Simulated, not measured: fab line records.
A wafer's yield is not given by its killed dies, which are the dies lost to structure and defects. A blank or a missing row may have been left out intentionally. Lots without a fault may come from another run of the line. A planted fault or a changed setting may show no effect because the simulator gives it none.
fab line records	flow nand_harc
[record] lots = 6	wafers = 18	last_day = 31
route steps=1302 shown THIN_TSV@1259 END@1302
lots untouched by any fault: they come from a run of this same line in which no faults occurred
start_h: hours from the record's first day to the start of the lot's first wafer shown	wait_h: time in hours since the lot's previous step	" unchanged from the row above	L1.1+2: a single row standing in for several wafers	- no value present, or no start provided	* or withheld: withheld	< > ~ a bound
route shown NAME@n: NAME is a module with steps in the file, n the number in the route of the first one	usual: mean/standard deviation taken from wafers without a fault	same: alike in all rows	chamber/n: place in a boat	sites: the reading at each site	_std_site: how widely they spread, as a standard deviation	_edge_site: mean of outer sites minus mean of inner sites	radius_mm: for every site, how far away it sits from the centre of the wafer	mask NAME#n: copy n	behind: the last tool/chamber to shape the wafer	hold: cause of the lot's hold/its duration in hours/its outcome	device: which transistor (n, p or np) failed to switch	end of line: the tests these same wafers got at the end of their route	a step without rows: its recipe alone	killed: dies lost to structure and defects at the first sort, not the wafer's yield	map: the dies of a wafer, with x for killed, . for not killed, _ for no die there
set.NAME: the run value of the setting; set.NAME@STEP: its run value at that earlier step	model.NAME: the simulator's own value behind a step, which no gauge read
lots at some steps of the route; a table a step, a row a wafer
services: from which hour (start_h, from the record's first day; less than 0 if before it) a tool's chamber was out of use, for how many hours, and why
[[steps]]
[step NHARC_THIN_TSV_CD_MEAS_12]
[recipe] target_cd_nm = 1000	landing_energy_ev = 500
[usual] cd_nm = 1001.1/3
[same] landing_energy_ev = 500
lot.wafer	tool	chamber	start_h	wait_h	cd_nm
L795.1	cd_sem-03	0	623.59	-	1005.4
L795.2	"	0	"	"	1004.4
L795.4	"	0	"	"	1004.3
L801.1	cd_sem-02	0	673.48	-	1002.6
L801.4	"	0	"	"	1003.2
L801.5	"	0	"	"	1002.8
L802.2	cd_sem-02	0	674.73	-	1002.8
L802.5	"	0	"	"	1001.5
L802.6	"	0	"	"	1006.4
L805.1	cd_sem-01	0	687.19	-	1005.1
L805.2	"	0	"	"	1003.7
L805.4	"	0	"	"	1003.1
L806.3	cd_sem-03	0	710.68	-	1005.8
L806.5	"	0	"	"	1004.0
L806.6	"	0	"	"	1002.2
L804.2	cd_sem-02	0	715.53	-	999.9
L804.4	"	0	"	"	1000.6
L804.6	"	0	"	"	999.2
[step NHARC_THIN_TSV_HARDBAKE_13]
[recipe] temp_c = 125	time_s = 80
[step NHARC_THIN_TSV_DESCUM_14]
[recipe] time_s = 3	o2_flow_sccm = 200	ar_flow_sccm = 0	bias_power_w = 0	chemistry = O2
[step NHARC_THIN_TSV_ETCH_44]
[recipe] target_depth_a = 15942	time_s = 797.1	cf4_flow_sccm = 150	o2_flow_sccm = 10	ar_flow_sccm = 0	rf_w = 300	bias_w = 800	chemistry = CF4/O2
[usual] drypump_motor_current_A = 5.7/0.45	mfc_ar_sccm = 0.010/0.011	oes_product_au = 1.001/0.016	rf_vpp_V = 795/3.2	showerhead_plenum_p_Torr = 1.84/0.051	throttle_valve_pct = 16.915/0.0086
lot.wafer	tool	chamber	start_h	wait_h	drypump_motor_current_A	mfc_ar_sccm	oes_product_au	rf_hours_counter_h	rf_vpp_V	showerhead_plenum_p_Torr	throttle_valve_pct
L795.4	rie_diel-07	2	623.83	0.1	5.9	0	1.017	9.2	794	1.81	16.902
L795.2	"	0	"	"	6.0	0.017	1.035	8.6	790	1.75	16.885
L795.1	"	1	"	"	5.2	0.001	1.017	8.3	794	1.82	16.919
L801.1	rie_diel-11	1	673.72	0.1	4.9	0	0.989	4.6	797	1.88	16.922
L801.4	"	3	"	"	5.5	0	1.007	3.4	801	1.94	16.920
L801.5	"	1	"	"	4.9	0	0.986	-	798	1.88	16.909
L802.2	rie_diel-10	0	674.97	0.1	5.6	0.026	1.014	3.5	796	1.88	16.919
L802.6	"	0	"	"	5.6	0.026	1.022	-	798	1.88	16.920
L802.5	"	1	"	"	5.4	0.000	0.988	-	792	1.81	16.902
L805.4	rie_diel-10	1	687.49	0.1	5.4	0.000	0.988	4.1	793	1.81	16.906
L805.2	"	2	"	"	5.7	0.025	0.989	3.2	792	1.77	16.910
L805.1	"	3	"	"	6.4	0.017	1.008	4.7	799	1.91	16.927
L806.3	rie_diel-10	1	710.98	0.1	5.4	0.000	0.981	4.8	792	1.81	16.902
L806.5	"	0	"	"	5.6	0.026	1.016	-	795	1.88	16.904
L806.6	"	1	"	"	5.4	0.000	0.979	-	794	1.81	16.909
L804.4	rie_diel-10	0	715.77	0.1	5.6	0.026	1.019	6.1	798	1.88	16.923
L804.2	"	2	"	"	5.7	0.025	0.988	4.2	791	1.77	16.915
L804.6	"	0	"	"	5.6	0.026	1.017	-	797	1.88	16.919
[step NHARC_THIN_TSV_ETCH_15]
[recipe] target_depth_a = 30000	bosch_target_overetch_cycles = 2	bosch_etch_step_s = 2.8	bosch_dep_step_s = 1.2	bosch_cycles = 14
[step NHARC_THIN_TSV_CD_MEAS_16]
[usual] cd_nm = 1001/3.3
lot.wafer	tool	chamber	start_h	wait_h	cd_nm
L795.1	cd_sem-03	-	624.54	0.1	1007
L795.2	"	-	"	"	1005
L795.4	"	-	"	"	1004
L801.1	cd_sem-02	-	674.44	0.1	1003
L801.4	"	-	"	"	1004
L801.5	"	-	"	"	1002
L802.2	cd_sem-03	-	675.71	0.2	1001
L802.5	"	-	"	"	1001
L802.6	"	-	"	"	1006
L805.1	cd_sem-01	-	688.15	0.1	1004
L805.2	"	-	"	"	1003
L805.4	"	-	"	"	1003
L806.3	cd_sem-03	-	711.64	0.1	1005
L806.5	"	-	"	"	1004
L806.6	"	-	"	"	1001
L804.2	cd_sem-02	-	716.48	0.1	999
L804.4	"	-	"	"	1000
L804.6	"	-	"	"	998
[step NHARC_THIN_TSV_STRIP_45]
[recipe] power_w = 1500	temp_c = 250	chemistry = O2
[step NHARC_THIN_TSV_STRIP_46]
[recipe] time_s = 1200	temp_c = 72.5	chemistry = post_etch_residue_remover
[step NHARC_THIN_TSV_DEP_47]
[recipe] target_thk_a = 2000	temp_c = withheld	pressure_torr = 6.5	rf_w = 900	teos_flow_sccm = 161.4	flow_sccm = 2650	target_thk_nm = 200	gas = O2	material = SiO2
[usual] throttle_valve_pct = 15.9/0.61
lot.wafer	tool	chamber	start_h	wait_h	throttle_valve_pct
L795.1	pecvd-02	0	625.42	-	15.8
L795.2	"	1	"	"	15.8
L795.4	"	2	"	"	14.5
L801.1	pecvd-02	1	675.30	-	16.1
L801.4	"	1	"	"	16.1
L801.5	"	2	"	"	14.8
L802.2	pecvd-02	0	676.68	-	16.0
L802.5	"	2	"	"	14.9
L802.6	"	0	"	"	16.2
L805.2	pecvd-04	1	689.03	-	15.7
L805.1	"	2	"	"	15.5
L805.4	"	2	"	"	15.7
L806.3	pecvd-02	2	712.52	-	14.7
L806.5	"	0	"	"	15.9
L806.6	"	1	"	"	16.1
L804.2	pecvd-02	0	717.39	-	16.3
L804.6	"	0	"	"	16.1
L804.4	"	1	"	"	16.2
[step NHARC_THIN_TSV_ETCHBACK_48]
[recipe] target_depth_a = 10285	over_etch_frac = 0.3	time_s = 405.17	ion_energy_ev = 250	c4f8_flow_sccm = withheld	ar_flow_sccm = withheld	rf_w = 600	bias_w = 300	chemistry = C4F8/Ar
[step NHARC_THIN_TSV_STRIP_62]
[recipe] power_w = 1500	temp_c = 250	time_s = 20	chemistry = N2/H2
[step NHARC_THIN_TSV_DEGAS_49]
[recipe] temp_c = 300	time_s = 120
[usual] heater_power_w = 476/51
lot.wafer	tool	chamber	start_h	wait_h	heater_power_w
L795.2	pvd_sputter-02	-	626.35	0.1	470
L795.4	"	-	"	"	537
L795.1	"	-	"	"	490
L801.1	pvd_sputter-01	-	676.24	0.1	388
L801.4	"	-	"	"	521
L801.5	"	-	"	"	391
L802.2	pvd_sputter-03	-	677.53	0.2	427
L802.5	"	-	"	"	461
L802.6	"	-	"	"	580
L805.2	pvd_sputter-03	-	689.97	0.1	473
L805.1	"	-	"	"	450
L805.4	"	-	"	"	566
L806.3	pvd_sputter-02	-	713.52	0.1	487
L806.6	"	-	"	"	511
L806.5	"	-	"	"	523
L804.4	pvd_sputter-03	-	718.37	0.1	593
L804.2	"	-	"	"	420
L804.6	"	-	"	"	460
[step NHARC_THIN_TSV_PRE_CLEAN_50]
[recipe] time_s = 30	temp_c = 280	gas = H2/He
[usual] heater_power_w = 420/44
lot.wafer	tool	chamber	start_h	wait_h	heater_power_w
L795.4	pvd_sputter-02	-	626.45	-	394
L795.2	"	-	"	"	479
L795.1	"	-	"	"	423
L801.4	pvd_sputter-01	-	676.34	-	458
L801.1	"	-	"	"	352
L801.5	"	-	"	"	433
L802.2	pvd_sputter-03	-	677.60	-	427
L802.5	"	-	"	"	421
L802.6	"	-	"	"	406
L805.2	pvd_sputter-03	-	690.05	-	420
L805.4	"	-	"	"	396
L805.1	"	-	"	"	506
L806.3	pvd_sputter-02	-	713.62	-	446
L806.5	"	-	"	"	432
L806.6	"	-	"	"	441
L804.2	pvd_sputter-03	-	718.44	-	377
L804.4	"	-	"	"	413
L804.6	"	-	"	"	415
[step NHARC_THIN_TSV_PVD_19]
[recipe] target_thk_a = 200	chamber_pressure_pa = 5	material = TaN
[step NHARC_THIN_TSV_PVD_51]
[recipe] target_thk_a = 1000	chamber_pressure_pa = 5	material = Cu
[step NHARC_THIN_TSV_ECD_20]
[recipe] target_thk_a = 20000	material = Cu
[step NHARC_THIN_TSV_ANNEAL_52]
[recipe] temp_c = 225	time_s = 90
[step NHARC_THIN_TSV_CMP_21]
[recipe] t_overpolish_s = 30	target_thk_nm = 2000
[step NHARC_THIN_TSV_SRD_23]
[step NHARC_THIN_TSV_DEGAS_53]
[recipe] temp_c = 300	time_s = 60
[usual] heater_power_w = 478/51
lot.wafer	tool	chamber	start_h	wait_h	heater_power_w
L795.4	pvd_sputter-03	-	628.33	0.1	563
L795.2	"	-	"	"	430
L795.1	"	-	"	"	463
L801.1	pvd_sputter-01	-	678.56	0.1	506
L801.4	"	-	"	"	511
L801.5	"	-	"	"	505
L802.2	pvd_sputter-02	-	679.49	0.1	549
L802.6	"	-	"	"	546
L802.5	"	-	"	"	500
L805.2	pvd_sputter-02	-	691.96	0.1	547
L805.1	"	-	"	"	499
L805.4	"	-	"	"	490
L806.3	pvd_sputter-01	-	715.51	0.1	402
L806.6	"	-	"	"	409
L806.5	"	-	"	"	395
L804.2	pvd_sputter-03	-	720.38	0.1	582
L804.4	"	-	"	"	477
L804.6	"	-	"	"	468
[step NHARC_THIN_TSV_PRE_CLEAN_54]
[recipe] time_s = 30	temp_c = 280	gas = H2/He
[step NHARC_THIN_TSV_PVD_55]
[recipe] target_thk_a = 500	material = TiN
[step NHARC_THIN_TSV_PVD_24]
[recipe] target_thk_a = 8000	power_w = withheld	chamber_pressure_pa = withheld	substrate_temp_c = withheld	time_s = withheld	gas = Ar	material = Al
[step NHARC_THIN_TSV_DEHYDRATE_25]
[recipe] temp_c = 150	time_s = 120
[step NHARC_THIN_TSV_HMDS_26]
[recipe] time_s = 30
[step NHARC_THIN_TSV_COAT_27]
[recipe] spin_rpm = *
[step NHARC_THIN_TSV_SOFTBAKE_28]
[recipe] temp_c = 122	time_s = 95
[step NHARC_THIN_TSV_EBR_29]
[step NHARC_THIN_TSV_EXPOSE_30]
[recipe] na = 0.55	dose_mj = 11.47	mask_id = PAD
[step NHARC_THIN_TSV_PEB_31]
[recipe] peb_temp_c = 118	peb_time_s = 85
[step NHARC_THIN_TSV_DEVELOP_32]
[recipe] time_s = 70
[step NHARC_THIN_TSV_CD_MEAS_33]
[recipe] target_cd_nm = 5000	landing_energy_ev = 500
[usual] cd_nm = 5001/3.1
[same] landing_energy_ev = 500
lot.wafer	tool	chamber	start_h	wait_h	cd_nm
L795.1	cd_sem-02	0	629.48	-	4998
L795.2	"	0	"	"	4999
L795.4	"	0	"	"	4994
L801.1	cd_sem-03	0	679.57	-	5002
L801.4	"	0	"	"	5006
L801.5	"	0	"	"	5005
L802.2	cd_sem-02	0	680.64	-	4996
L802.5	"	0	"	"	4999
L802.6	"	0	"	"	5004
L805.1	cd_sem-02	0	693.10	-	5005
L805.2	"	0	"	"	5006
L805.4	"	0	"	"	5001
L806.3	cd_sem-01	0	716.62	-	5005
L806.5	"	0	"	"	5004
L806.6	"	0	"	"	5005
L804.2	cd_sem-03	0	721.51	-	5003
L804.4	"	0	"	"	5005
L804.6	"	0	"	"	5004
[step NHARC_THIN_TSV_HARDBAKE_34]
[recipe] temp_c = 125	time_s = 80
[step NHARC_THIN_TSV_DESCUM_35]
[recipe] time_s = 3	o2_flow_sccm = 200	ar_flow_sccm = 0	bias_power_w = 0	chemistry = O2
[step NHARC_THIN_TSV_ETCH_59]
[recipe] target_depth_a = 8800	icp_w = 900	bias_w = 100	Cl2_flow_sccm = 60	bcl3_flow_sccm = 30	time_s = 138.1	chemistry = Cl2/BCl3
[usual] drypump_motor_current_A = 5.54/0.24	oes_product_au = 1.003/0.012	throttle_valve_pct = 22.265/0.0093
lot.wafer	tool	chamber	start_h	wait_h	drypump_motor_current_A	oes_product_au	rf_hours_counter_h	throttle_valve_pct
L795.2	rie_metal-01	0	629.77	0.1	5.37	1.001	0.4	22.288
L795.1	"	1	"	"	5.83	1.024	0.8	22.263
L795.4	"	0	"	"	5.38	0.998	-	22.264
L801.1	rie_metal-01	1	679.89	0.1	5.83	0.997	1.9	22.273
L801.4	"	1	"	"	5.84	0.995	-	22.266
L801.5	"	0	"	"	5.37	0.989	-	22.259
L802.2	rie_metal-02	1	680.96	0.2	5.74	0.996	0.6	22.253
L802.6	"	0	"	"	5.71	0.991	-	22.268
L802.5	"	1	"	"	5.72	1.003	-	22.257
L805.2	rie_metal-03	0	693.39	0.1	5.29	1.011	2.5	22.253
L805.1	"	1	"	"	5.15	1.028	2.5	22.253
L805.4	"	1	"	"	5.15	1.023	-	22.276
L806.3	rie_metal-01	0	716.98	0.1	5.40	0.975	-	22.260
L806.5	"	0	"	"	5.41	0.980	-	22.268
L806.6	"	1	"	"	5.82	1.003	-	22.257
L804.2	rie_metal-02	0	721.79	0.1	5.68	0.993	1.2	22.246
L804.4	"	0	"	"	5.68	0.992	-	22.246
L804.6	"	1	"	"	5.74	1.014	-	22.255
[step NHARC_THIN_TSV_ETCH_36]
[recipe] target_depth_a = 650	over_etch_frac = 0.3	time_s = 18.571	ion_energy_ev = 150	chemistry = Cl2/BCl3
[step NHARC_THIN_TSV_STRIP_56]
[recipe] power_w = 1500	temp_c = 250	chemistry = O2
[step NHARC_THIN_TSV_STRIP_57]
[recipe] time_s = 1200	temp_c = 72.5	chemistry = post_etch_residue_remover
[step NHARC_THIN_TSV_CD_MEAS_37]
[usual] cd_nm = 5001/4.2
lot.wafer	tool	chamber	start_h	wait_h	cd_nm
L795.1	cd_sem-03	-	630.93	-	5001
L795.2	"	-	"	"	5004
L795.4	"	-	"	"	4997
L801.1	cd_sem-01	-	681.02	-	5003
L801.4	"	-	"	"	5008
L801.5	"	-	"	"	5007
L802.2	cd_sem-03	-	682.08	-	4997
L802.5	"	-	"	"	4999
L802.6	"	-	"	"	5011
L805.1	cd_sem-02	-	694.54	-	5009
L805.2	"	-	"	"	5009
L805.4	"	-	"	"	5005
L806.3	cd_sem-03	-	718.06	-	5010
L806.5	"	-	"	"	5008
L806.6	"	-	"	"	5006
L804.2	cd_sem-02	-	722.94	-	5002
L804.4	"	-	"	"	5004
L804.6	"	-	"	"	5002
[step NHARC_THIN_TSV_ANNEAL_58]
[recipe] temp_c = 400	time_s = 1800
[step NHARC_END_SORT_01]
[recipe] temp_c = 25
[usual] defect_limited_yield = 89.9/2.9	killed_at_array = 64/20	killed_at_other = 0.7/1.1	killed_at_periphery = 3.6/2.7	killed_dies = 68/20	killed_open = 2.8/1.9	killed_short = 2.3/1.5
[same] gross_dies = 677
lot.wafer	tool	chamber	start_h	wait_h	defect_limited_yield[%]	killed_at_array	killed_at_other	killed_at_periphery	killed_dies	killed_open	killed_short
L795.1	prober-01	0	645.46	2.5	89.8	67	0	2	69	5	1
L795.2	prober-01	0	646.26	2.8	91.3	54	3	2	59	2	3
L795.4	prober-01	0	647.87	3.4	90.5	63	1	0	64	3	4
L801.1	prober-01	0	688.78	2.5	89.1	70	0	4	74	5	3
L801.4	prober-01	0	691.19	3.4	90.7	60	3	0	63	4	2
L801.5	prober-01	0	691.99	3.7	90.8	60	0	2	62	3	5
L802.2	prober-02	0	689.58	2.8	90.7	62	0	1	63	0	4
L802.5	prober-02	0	692.01	3.7	90.0	64	1	3	68	2	4
L802.6	prober-02	0	692.82	4.0	88.8	73	1	2	76	4	3
L805.1	prober-02	0	704.05	2.5	85.1	75	20	6	101	5	1
L805.2	prober-02	0	704.86	2.8	78.3	81	61	5	147	1	1
L805.4	prober-02	0	706.48	3.4	79.2	80	59	2	141	2	1
L806.3	prober-01	0	727.24	3.1	88.8	71	0	5	76	4	0
L806.5	prober-01	0	728.83	3.7	87.7	77	0	6	83	3	3
L806.6	prober-01	0	729.62	4.0	88.3	74	0	5	79	0	1
L804.2	prober-02	0	731.44	2.8	82.9	73	42	1	116	0	2
L804.4	prober-02	0	733.04	3.4	80.2	72	61	1	134	3	1
L804.6	prober-02	0	734.65	4.0	77.1	78	77	0	155	2	3
// killed by level:class
L795.1 A_CHANNEL_HOLE_D1:chamber_film_flake=40 A_CHANNEL_HOLE_D2:chamber_film_flake=8 A_CONTACT:chamber_film_flake=6 A_SLIT:chamber_film_flake=2 P_CONTACT:geometric_particle:open=1 A_DECK1_JOINT:geometric_particle:open=1 A_ONON_D2:geometric_particle:short=1 A_CHANNEL_FILL_D2:geometric_particle:open=1
L795.2 A_CHANNEL_HOLE_D1:chamber_film_flake=35 A_CHANNEL_HOLE_D2:chamber_film_flake=10 A_CONTACT:chamber_film_flake=3 A_CHANNEL_FILL_D1:chamber_film_flake=2 THIN_TSV:chamber_film_flake=2 P_M0:geometric_particle:open=1 A_CHANNEL_HOLE_D1:geometric_particle:open=1 A_ONON_D2:geometric_particle:short=1
L795.4 A_CHANNEL_HOLE_D1:chamber_film_flake=35 A_CHANNEL_HOLE_D2:chamber_film_flake=13 A_M0:geometric_particle:short=2 A_SLIT:chamber_film_flake=2 A_WL_FILL:chamber_film_flake=2 A_CONTACT:chamber_film_flake=2 A_SOURCE_PLATE:geometric_particle:open=1 A_ONON_D1:geometric_particle:short=1
L801.1 A_CHANNEL_HOLE_D1:chamber_film_flake=38 A_CHANNEL_HOLE_D2:chamber_film_flake=16 P_STI:chamber_film_flake=3 A_ONON_D1:geometric_particle:short=2 A_WL_FILL:geometric_particle:open=2 A_DECK1_JOINT:chamber_film_flake=2 A_CHANNEL_FILL_D2:chamber_film_flake=2 A_SLIT:chamber_film_flake=2
L802.2 A_SLIT:chamber_film_flake=28 A_CHANNEL_HOLE_D2:chamber_film_flake=10 A_STAIRCASE:chamber_film_flake=10 A_CHANNEL_HOLE_D1:chamber_film_flake=3 A_DECK1_JOINT:chamber_film_flake=3 A_CHANNEL_FILL_D2:geometric_particle:short=2 A_CONTACT:chamber_film_flake=2 A_ONON_D1:geometric_particle:short=1
L801.4 A_CHANNEL_HOLE_D1:chamber_film_flake=27 A_CHANNEL_HOLE_D2:chamber_film_flake=18 A_CONTACT:chamber_film_flake=4 THIN_TSV:chamber_film_flake=3 A_CHANNEL_FILL_D2:chamber_film_flake=2 A_ONON_D1:geometric_particle:short=1 A_ONON_D1:geometric_particle:open=1 A_ONON_D2:geometric_particle:open=1
L801.5 A_CHANNEL_HOLE_D1:chamber_film_flake=27 A_CHANNEL_HOLE_D2:chamber_film_flake=13 A_CONTACT:chamber_film_flake=5 A_CHANNEL_FILL_D2:chamber_film_flake=4 A_WL_FILL:geometric_particle:short=2 A_ONON_D1:geometric_particle:short=1 A_CHANNEL_HOLE_D1:geometric_particle:open=1 A_CHANNEL_FILL_D1:geometric_particle:short=1
L802.5 A_SLIT:chamber_film_flake=33 A_CHANNEL_HOLE_D2:chamber_film_flake=17 A_CHANNEL_HOLE_D1:chamber_film_flake=3 A_ONON_D1:geometric_particle:short=2 A_DECK1_JOINT:chamber_film_flake=2 A_CHANNEL_FILL_D2:chamber_film_flake=2 P_GATE:geometric_particle:short=1 P_GATE:geometric_particle:open=1
L802.6 A_SLIT:chamber_film_flake=34 A_CHANNEL_HOLE_D2:chamber_film_flake=17 A_CHANNEL_HOLE_D1:chamber_film_flake=6 A_STAIRCASE:chamber_film_flake=4 A_M1:chamber_film_flake=2 A_BLC:geometric_particle:open=2 THIN_TSV:chamber_film_flake=1 A_CHANNEL_FILL_D1:geometric_particle:short=1
L805.1 A_CHANNEL_HOLE_D1:chamber_film_flake=28 A_SLIT:chamber_film_flake=25 THIN_TSV:unspecified=20 A_CHANNEL_HOLE_D2:chamber_film_flake=8 A_CONTACT:chamber_film_flake=4 A_ZERO_WELL:chamber_film_flake=3 P_CONTACT:geometric_particle:open=2 A_BLC:chamber_film_flake=2
L805.2 THIN_TSV:unspecified=61 A_SLIT:chamber_film_flake=31 A_CHANNEL_HOLE_D1:chamber_film_flake=21 A_CHANNEL_HOLE_D2:chamber_film_flake=15 P_BONDPAD:chamber_film_flake=4 A_STAIRCASE:chamber_film_flake=4 A_CONTACT:chamber_film_flake=4 A_ZERO_WELL:chamber_film_flake=2
L805.4 THIN_TSV:unspecified=59 A_CHANNEL_HOLE_D1:chamber_film_flake=33 A_SLIT:chamber_film_flake=26 A_CHANNEL_HOLE_D2:chamber_film_flake=11 A_DECK1_JOINT:chamber_film_flake=3 A_CHANNEL_FILL_D2:geometric_particle:open=2 A_CONTACT:chamber_film_flake=2 A_CHANNEL_FILL_D2:geometric_particle:short=1
L806.3 A_CHANNEL_HOLE_D1:chamber_film_flake=35 A_SLIT:chamber_film_flake=29 A_CHANNEL_HOLE_D2:geometric_particle:open=2 P_CONTACT:chamber_film_flake=2 A_STAIRCASE:chamber_film_flake=2 P_M1:geometric_particle:open=1 A_CHANNEL_FILL_D1:geometric_particle:open=1 P_GATE:chamber_film_flake=1
L806.5 A_SLIT:chamber_film_flake=31 A_CHANNEL_HOLE_D1:chamber_film_flake=30 A_CONTACT:chamber_film_flake=7 P_STI:chamber_film_flake=4 A_STAIRCASE:chamber_film_flake=4 A_ONON_D2:geometric_particle:open=2 P_STI:geometric_particle:short=1 P_CONTACT:geometric_particle:open=1
L806.6 A_CHANNEL_HOLE_D1:chamber_film_flake=33 A_SLIT:chamber_film_flake=28 A_CONTACT:chamber_film_flake=9 P_GATE:chamber_film_flake=3 P_STI:chamber_film_flake=2 A_STAIRCASE:chamber_film_flake=2 A_CHANNEL_FILL_D2:geometric_particle:short=1 A_WL_FILL:chamber_film_flake=1
L804.2 THIN_TSV:unspecified=42 A_CHANNEL_HOLE_D1:chamber_film_flake=30 A_CHANNEL_HOLE_D2:chamber_film_flake=22 A_CONTACT:chamber_film_flake=5 A_SGD_CUT:chamber_film_flake=4 A_SLIT:chamber_film_flake=3 A_STAIRCASE:chamber_film_flake=3 A_ZERO_WELL:chamber_film_flake=2
L804.4 THIN_TSV:unspecified=61 A_CHANNEL_HOLE_D2:chamber_film_flake=24 A_CHANNEL_HOLE_D1:chamber_film_flake=24 A_CONTACT:chamber_film_flake=9 A_STAIRCASE:chamber_film_flake=6 A_SGD_CUT:chamber_film_flake=4 P_CONTACT:geometric_particle:open=1 A_CHANNEL_FILL_D2:geometric_particle:short=1
L804.6 THIN_TSV:unspecified=77 A_CHANNEL_HOLE_D1:chamber_film_flake=36 A_CHANNEL_HOLE_D2:chamber_film_flake=20 A_CONTACT:chamber_film_flake=7 A_SLIT:chamber_film_flake=4 A_STAIRCASE:chamber_film_flake=3 A_DECK1_JOINT:geometric_particle:open=2 A_SGD_CUT:chamber_film_flake=2
// map L804.6 (x killed, . not)
____________.____________
_________......._________
_______.........x._______
______.............______
_____....x.......x.._____
____.......x..x......____
____x........x.....x.____
___.........x...x.....___
___...........x.......___
__.x......xx.xxx.......__
__.......xxxxxxxx......__
_..xx....xxxxxxx........_
_.......x..xxxxxxx......_
_.......x.xxxxxxx......._
_x.xx..x..xxxxxx........_
_xxxxx..x.xxxxxxxx......_
x.xxx..xxx.xxxxxx........
..xxxxxx.x.xxxxxx........
..xxxx..x.xxxxxxxx.......
.xxxxx.......xx..........
x.xx.xx...xxx.x..........
_.xxxx.xx..............._
_..xxxxx................_
_x...xxxxx..x..........._
_...x.xx................_
_...x..................._
__...x.................__
__...x.................__
___....x..............___
___...................___
____.................____
____.................____
_____..........x...._____
______.............______
_______..........._______
_________......._________
____________.____________
// map L805.2 (x killed, . not)
____________.____________
_________......x_________
_______.........xx_______
______.............______
_____..............x_____
____.......xx....x...____
____.......xx........____
___.....x.xxxx........___
___..x..xxxxxx........___
__........xxxxxxx......__
__.......xxxxxxx...x...__
_......x..x.xxxxx.....x._
_....x....xxxxxx.x......_
_........xxxxxxxxx......_
_.....x..xxxxxxxxx..x..._
_......x.xxxxxxxx......._
.......xxxxxxxxxx..x.....
.......x.xxxxxx..........
.......xxxxxxx..x.....x..
........xxxxx..x.x.......
.....xxxxxxxx.x..........
_.......xxxxx..........._
_......xxxxx.........x.._
_.......x.xxxx.........._
_.....x.xx.............._
_......................._
__.....................__
__.....................__
___........x..........___
___...................___
____.............x...____
____.................____
_____..............._____
______.............______
_______..........._______
_________x....x._________
____________.____________
[[services]]
tool	chamber	start_h	hours	kind
pecvd-02	0	602.10	-	clean
pecvd-02	1	602.10	-	clean
pecvd-02	2	602.10	-	clean
rie_diel-10	2	604.94	7.0	repair
rie_diel-10	0	605.50	-	clean
rie_diel-10	1	605.50	-	clean
rie_diel-10	3	605.50	-	clean
rie_diel-11	-	609.50	9.0	pm
pvd_sputter-01	-	621.43	1.5	repair
rie_diel-10	2	621.59	7.9	repair
rie_diel-10	0	630.00	-	clean
rie_diel-10	1	630.00	-	clean
rie_diel-10	2	630.00	-	clean
rie_metal-02	-	631.07	9.0	pm
pecvd-04	-	631.27	13.0	pm
pvd_sputter-02	-	638.00	10.0	pm
rie_diel-07	-	648.20	9.0	pm
pecvd-02	-	678.61	0.7	repair
pvd_sputter-02	-	683.12	1.9	repair
rie_metal-03	-	696.00	9.0	pm
rie_diel-07	2	702.83	16.4	repair
rie_diel-11	3	708.37	4.5	repair
rie_metal-03	-	711.34	0.5	repair
rie_diel-10	3	716.70	12.4	repair
[[key]]
[first_sign] step = NHARC_END_SORT_01	reading = killed_at_other	direction = up	sigmas = 46	usual = 0.7	struck = 53.3
[effect] step = NHARC_END_SORT_01	reading = defect_limited_yield	direction = down	sigmas = 3.3	usual = 89.9	struck = 80.5	wafers_moved = 5
[more_kills_born_at] NHARC_THIN_TSV_PRE_CLEAN_50@pvd_sputter-03 = 320
met_at NHARC_THIN_TSV_PRE_CLEAN_50
struck_wafers L804.2,L804.4,L804.6,L805.1,L805.2,L805.4
onset_between 677.60 690.05
also_fits NHARC_THIN_TSV_DEGAS_49:pvd_sputter-03
[fault] kind = chamber_particle_source	tool = pvd_sputter-03	chamber = -	onset_h = 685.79	steps = NHARC_THIN_TSV_PRE_CLEAN_50	rate_per_visit_cm2 = 0.44102	end_h = 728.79
